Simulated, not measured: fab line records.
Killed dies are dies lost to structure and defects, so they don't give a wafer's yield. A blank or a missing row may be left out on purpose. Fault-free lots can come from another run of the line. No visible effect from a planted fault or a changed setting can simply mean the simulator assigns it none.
Which of the tools did it? -- flow n5_finfet -- route of 1938 steps, sampled at 1 step: 10 lots, 28 wafers

== WHAT THE GAUGES SHOWED, per wafer ==
N5_BEOL_M4_RC_MEAS_101. Usual: DIBL_N 36.3 mV/V, standard deviation 1.6; DIBL_P 36.2 mV/V, standard deviation 2; IOFF_N 0.160 nA/um, standard deviation 0.028; IOFF_P 0.21 nA/um, standard deviation 0.036; ION_N 677 uA/um, standard deviation 11; ION_P 465 uA/um, standard deviation 6.9; SS_N 71.5 mV/dec, standard deviation 0.55; SS_P 73.3 mV/dec, standard deviation 0.64; VT_N 250 mV, standard deviation 3; VT_P -250 mV, standard deviation 3.5.
lot,measured,on,DIBL_N (mV/V),DIBL_P (mV/V),IOFF_N (nA/um),IOFF_P (nA/um),ION_N (uA/um),ION_P (uA/um),SS_N (mV/dec),SS_P (mV/dec),VT_N (mV),VT_P (mV),flag
L583,day 8 04:13,prober-01,32.7 35.3,32.0 35.6,0.112 0.149,0.15 0.19,668 671,454 462,70.4 71.5,72.0 72.9,253 249,-257 -253,
L585,day 9 08:10,prober-01,33.3 34.5 34.5,33.7 34.8 33.9,0.114 0.136 0.139,0.15 0.17 0.16,660 679 669,456 470 457,70.6 70.5 71.2,72.6 72.8 73.1,256 255 252,-255 -252 -254,
L593,day 11 00:25,prober-02,37.0 35.0 35.2,34.4 33.2 32.7,0.143 0.127 0.130,0.18 0.17 0.16,663 668 673,460 463 459,71.6 70.7 71.0,73.0 72.5 72.9,253 253 254,-253 -256 -257,
L594,day 11 02:11,prober-01,37.0 36.2 37.1,36.9 37.5 37.5,0.165 0.169 0.171,0.19 0.20 0.20,680 685 691,460 469 471,72.2 71.6 72.1,73.3 73.2 74.1,249 251 249,-254 -252 -256,
L595,day 11 05:39,prober-01,37.1 36.4 37.3,37.1 36.7 37.1,0.172 0.171 0.188,0.22 0.21 0.21,685 678 676,467 462 463,71.9 72.1 71.7,73.7 73.8 73.6,251 249 249,-254 -251 -252,
L596,day 12 11:51,prober-01,39.2 36.6 36.7,41.0 37.4 37.9,0.242 0.177 0.181,0.30 0.23 0.24,688 682 679,471 470 469,72.4 72.3 72.8,74.4 73.9 73.5,243 247 247,-245 -248 -246,
L598,day 12 12:45,prober-02,34.3 33.1 35.6,35.0 34.0 37.1,0.128 0.112 0.155,0.18 0.17 0.21,662 660 689,465 458 472,71.2 71.3 71.4,72.5 72.6 73.0,253 255 249,-251 -252 -252,
L597,day 12 13:32,prober-01,35.6 36.2 33.8,35.3 35.9 34.1,0.145 0.151 0.119,0.19 0.20 0.16,679 674 669,464 459 461,71.6 71.7 70.7,72.9 73.0 71.9,250 250 253,-253 -252 -253,
L603,day 13 18:03,prober-01,36.7 35.5,35.4 34.4,0.172 0.151,0.21 0.20,682 684,463 465,71.5 71.0,73.3 73.7,247 246,-250 -248,
L604,day 13 21:29,prober-02,36.5 35.6 36.0,36.4 35.2 35.8,0.155 0.144 0.139,0.19 0.16 0.17,671 678 670,453 456 452,72.0 71.4 71.6,73.5 73.4 73.5,250 251 249,-254 -257 -253,

== EACH LOT AND THE TOOL THAT RAN IT (in order: tool; ch and the chambers of the sampled wafers; start) ==
Record: no process step prior to these readings.

== WHAT THE TOOLS THEMSELVES READ (means of the sampled wafers that have a number; where no wafer has one, the mark that the record gives instead) ==
The record holds no such reading with a usual standard deviation.

== THE ANSWER, worked out from the rows above alone ==
Rule: a lot is off if the mean of its wafers that have a number lies more than 3 standard deviations from the usual mean. A lot without any number at a reading at which 4 lots or more have one is off too. Any other lot the step has rows for is counted as sound. First the gauges in route order, then the tools' own readings, where a lot's mean is used as printed above. The first step at which some lot is off is used, and at that step the reading that is off furthest; a lot without a number counts as furthest.
Nothing can be told from this: no lot is off at any reading shown.

== WHAT WAS PUT IN BY THE SIMULATOR ==
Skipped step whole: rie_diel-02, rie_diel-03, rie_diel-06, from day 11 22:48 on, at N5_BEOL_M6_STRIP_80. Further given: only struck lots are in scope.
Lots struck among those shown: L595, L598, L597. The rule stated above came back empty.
